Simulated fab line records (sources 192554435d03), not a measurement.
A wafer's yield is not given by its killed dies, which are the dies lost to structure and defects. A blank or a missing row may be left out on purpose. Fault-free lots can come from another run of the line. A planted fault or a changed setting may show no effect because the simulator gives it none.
Chamber matching / flow n5-finfet / N5_BEOL_M0_SAQP_MANDREL_ETCH_20 on rie-si-05: 4 sister chambers
The step etches a-Si in HBr/Cl2, stops on SiNx, target depth 60 nm, bt time 10 s, time 30 s. 18 wafers are shown with their chamber, then 9 later ones without.

WAFERS PAIRED WITH THEIR CHAMBERS
wafer=L075.1; chamber=0; throttle-valve-pct (%)=35.33; drypump-motor-current-A (A)=5.5; oes-product-au (a.u.)=0.785
wafer=L075.2; chamber=2; throttle-valve-pct (%)=35.96; drypump-motor-current-A (A)=5.3; oes-product-au (a.u.)=0.759
wafer=L075.4; chamber=1; throttle-valve-pct (%)=35.37; drypump-motor-current-A (A)=4.9; oes-product-au (a.u.)=0.791
wafer=L076.2; chamber=3; throttle-valve-pct (%)=35.32; drypump-motor-current-A (A)=5.6; oes-product-au (a.u.)=0.756
wafer=L076.3; chamber=0; throttle-valve-pct (%)=35.31; drypump-motor-current-A (A)=5.6; oes-product-au (a.u.)=0.783
wafer=L076.4; chamber=1; throttle-valve-pct (%)=35.36; drypump-motor-current-A (A)=4.9; oes-product-au (a.u.)=0.798
wafer=L079.3; chamber=0; throttle-valve-pct (%)=35.35; drypump-motor-current-A (A)=5.6; oes-product-au (a.u.)=0.778
wafer=L079.4; chamber=2; throttle-valve-pct (%)=35.98; drypump-motor-current-A (A)=5.3; oes-product-au (a.u.)=0.749
wafer=L079.6; chamber=0; throttle-valve-pct (%)=35.32; drypump-motor-current-A (A)=5.6; oes-product-au (a.u.)=0.784
wafer=L081.2; chamber=0; throttle-valve-pct (%)=35.31; drypump-motor-current-A (A)=5.6; oes-product-au (a.u.)=0.789
wafer=L081.3; chamber=1; throttle-valve-pct (%)=35.36; drypump-motor-current-A (A)=4.9; oes-product-au (a.u.)=0.778
wafer=L081.5; chamber=1; throttle-valve-pct (%)=35.35; drypump-motor-current-A (A)=4.9; oes-product-au (a.u.)=0.796
wafer=L083.4; chamber=2; throttle-valve-pct (%)=35.93; drypump-motor-current-A (A)=5.3; oes-product-au (a.u.)=0.770
wafer=L083.5; chamber=3; throttle-valve-pct (%)=35.30; drypump-motor-current-A (A)=5.6; oes-product-au (a.u.)=0.768
wafer=L083.6; chamber=0; throttle-valve-pct (%)=35.31; drypump-motor-current-A (A)=5.6; oes-product-au (a.u.)=0.791
wafer=L088.1; chamber=0; throttle-valve-pct (%)=35.34; drypump-motor-current-A (A)=5.6; oes-product-au (a.u.)=0.779
wafer=L088.2; chamber=1; throttle-valve-pct (%)=35.39; drypump-motor-current-A (A)=4.9; oes-product-au (a.u.)=0.782
wafer=L088.3; chamber=3; throttle-valve-pct (%)=35.30; drypump-motor-current-A (A)=5.7; oes-product-au (a.u.)=0.755

SIGNATURES (means of the wafers above)
reading=throttle-valve-pct; chamber 0=35.3243; chamber 1=35.3660; chamber 2=35.9567; chamber 3=35.3067; scatter within a chamber=0.017
reading=drypump-motor-current-A; chamber 0=5.586; chamber 1=4.900; chamber 2=5.300; chamber 3=5.633; scatter within a chamber=0.033
reading=oes-product-au; chamber 0=0.78414; chamber 1=0.78900; chamber 2=0.75933; chamber 3=0.75967; scatter within a chamber=0.0074
Rule: for each reading, subtract the chamber's mean from the wafer's reading, divide by that reading's scatter and square the result; add these up over the readings and take the root, which gives the wafer's distance from the chamber. The wafer belongs to the nearest chamber; if the next one is less than 2 further off, it can't be placed. The scatter is the square root of a quotient: the sum, over the shown wafers, of each reading's squared deviation from its chamber's mean, divided by wafers minus chambers.

WAFERS MISSING THEIR CHAMBER
wafer=L092.1; throttle-valve-pct (%)=35.36; drypump-motor-current-A (A)=4.9; oes-product-au (a.u.)=0.781
wafer=L092.3; throttle-valve-pct (%)=35.28; drypump-motor-current-A (A)=5.7; oes-product-au (a.u.)=0.769
wafer=L092.4; throttle-valve-pct (%)=35.92; drypump-motor-current-A (A)=5.3; oes-product-au (a.u.)=0.774
wafer=L095.1; throttle-valve-pct (%)=35.31; drypump-motor-current-A (A)=5.6; oes-product-au (a.u.)=0.780
wafer=L095.2; throttle-valve-pct (%)=35.29; drypump-motor-current-A (A)=5.7; oes-product-au (a.u.)=0.766
wafer=L095.4; throttle-valve-pct (%)=35.93; drypump-motor-current-A (A)=5.3; oes-product-au (a.u.)=0.768
wafer=L096.4; throttle-valve-pct (%)=35.33; drypump-motor-current-A (A)=5.6; oes-product-au (a.u.)=0.779
wafer=L096.5; throttle-valve-pct (%)=35.32; drypump-motor-current-A (A)=5.6; oes-product-au (a.u.)=0.788
wafer=L096.6; throttle-valve-pct (%)=35.30; drypump-motor-current-A (A)=5.6; oes-product-au (a.u.)=0.766

EACH ONE'S CHAMBER
wafer=L092.1; from the rows above=1; in truth=1
wafer=L092.3; from the rows above=can't be placed: 3 or 0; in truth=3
wafer=L092.4; from the rows above=2; in truth=2
wafer=L095.1; from the rows above=can't be placed: 0 or 3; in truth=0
wafer=L095.2; from the rows above=3; in truth=3
wafer=L095.4; from the rows above=2; in truth=2
wafer=L096.4; from the rows above=0; in truth=0
wafer=L096.5; from the rows above=0; in truth=0
wafer=L096.6; from the rows above=can't be placed: 3 or 0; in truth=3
6 of 9 placed correctly. These rows do not allow placing 3 (true chamber among the candidates in 3). Placed wrongly: 0.
